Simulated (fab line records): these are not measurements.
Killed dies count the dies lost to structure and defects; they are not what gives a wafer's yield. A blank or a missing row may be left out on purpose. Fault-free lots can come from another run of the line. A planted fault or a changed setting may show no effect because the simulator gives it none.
Split-lot trial -- flow n5Finfet -- 39 wafers read from 7 lots, route of 1938 steps

THE SPLIT
At N5_PMOS_HMC_CHANNEL_EPI_HM_DEP_34 (deposits SiO2 from TEOS/O2, target thk 36 nm, time 6.9 s), the setting timeS was moved away from the recipe's 6.9 s on 15 of the 39 wafers read, by -52.8% to +25.7%. For the rest of the wafers, this setting stayed at what the recipe calls for.

The split's own step is where the reading is taken.

THE READING
SiO2_of_PMOS_HMC_CHANNEL_EPI_HM_DEP_34.thkNm (the simulator's own value, which no gauge read), in nm, at N5_PMOS_HMC_CHANNEL_EPI_HM_DEP_34 (deposits SiO2 from TEOS/O2, target thk 36 nm, time 6.9 s). No usual value for it is given in the file. Here, 24 wafers ran the recipe; their average is 36.18 nm with a standard deviation of 0.61 nm.

wafer,"tool, chamber at the split","timeS as run, s",against the recipe,"SiO2_of_PMOS_HMC_CHANNEL_EPI_HM_DEP_34.thkNm, nm",against lot-mates on the recipe
L076.1,"pecvd-03, 0",6.9,recipe,36.23,-
L076.2,"pecvd-03, 1",6.9,recipe,36.28,-
L076.3,"pecvd-03, 0",6.9,recipe,36.25,-
L076.4,"pecvd-03, 1",6.9,recipe,36.49,-
L076.5,"pecvd-03, 0",6.9,recipe,36.85,-
L076.6,"pecvd-03, 1",6.9,recipe,36.31,-
L079.2,"pecvd-01, 0",6.9,recipe,35.8,-
L079.4,"pecvd-01, 0",6.9,recipe,35.85,-
L079.6,"pecvd-01, 0",6.9,recipe,35.55,-
L084.1,"pecvd-02, 1",3.635,-47.3%,19.81,-17.02
L084.2,"pecvd-02, 2",6.9,recipe,36.52,-
L084.3,"pecvd-02, 0",3.635,-47.3%,19.52,-17.31
L084.4,"pecvd-02, 1",6.9,recipe,36.63,-
L084.5,"pecvd-02, 2",6.9,recipe,37.34,-
L084.6,"pecvd-02, 0",3.635,-47.3%,20.02,-16.81
L087.1,"pecvd-02, 2,1",4.597,-33.4%,24.59,-11.20
L087.6,"pecvd-02, 2,1",4.597,-33.4%,24.59,-11.20
L087.2,"pecvd-02, 0",6.9,recipe,35.45,-
L087.3,"pecvd-02, 1",6.9,recipe,35.85,-
L087.4,"pecvd-02, 2",4.597,-33.4%,25.3,-10.49
L087.5,"pecvd-02, 0",6.9,recipe,36.07,-
L090.1,"pecvd-02, 1",5.007,-27.4%,26.29,-10.53
L090.2,"pecvd-02, 0",6.9,recipe,36.23,-
L090.3,"pecvd-02, 2",6.9,recipe,36.68,-
L090.4,"pecvd-02, 0",5.007,-27.4%,26.91,-9.91
L090.5,"pecvd-02, 1",5.007,-27.4%,27.44,-9.38
L090.6,"pecvd-02, 2",6.9,recipe,37.56,-
L092.1,"pecvd-01, 2",3.259,-52.8%,16.71,-19.40
L092.2,"pecvd-01, 0",6.9,recipe,35.31,-
L092.3,"pecvd-01, 1",3.259,-52.8%,16.92,-19.19
L092.4,"pecvd-01, 1",6.9,recipe,36.54,-
L092.5,"pecvd-01, 2",3.259,-52.8%,17.72,-18.39
L092.6,"pecvd-01, 0",6.9,recipe,36.47,-
L095.1,"pecvd-01, 1",6.9,recipe,35.4,-
L095.2,"pecvd-01, 0",6.9,recipe,35.33,-
L095.3,"pecvd-01, 2",8.674,+25.7%,43.41,+8.08
L095.4,"pecvd-01, 0",8.674,+25.7%,44.94,+9.61
L095.5,"pecvd-01, 2",6.9,recipe,35.25,-
L095.6,"pecvd-01, 1",8.674,+25.7%,44.88,+9.55
Where a row lists several chambers, the file gives one row for several wafers and doesn't say which wafer went through which chamber.

FIT RESULTS
A straight line over all 39 wafers: SiO2_of_PMOS_HMC_CHANNEL_EPI_HM_DEP_34.thkNm changes by +0.346 nm for each +1% of timeS; r = +1.00; the points scatter about the line by 0.64 nm.
The same after taking each lot's own level away (the mean of its wafers on the recipe; 39 wafers): +0.355 nm for each +1%; r = +1.00; scatter 0.49 nm.
The reading moves by 19 nm for the largest change in timeS, on that fit.
Across the lots, their own levels run from 35.327 to 36.830 nm, a range of 2.5 times the standard deviation given above.
Hence the lot-to-lot level has little effect on the slope; both slopes agree.
Check: with one of the wafers moved furthest among these (-52.8%) left out of the fit, the line predicts -18.6 nm for it against its lot-mates. It came out at -19.4 nm against them.

THE FILE'S OWN FIT
SiO2_of_PMOS_HMC_CHANNEL_EPI_HM_DEP_34.thkNm changes by +0.355 nm for each +1% of timeS, r = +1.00.
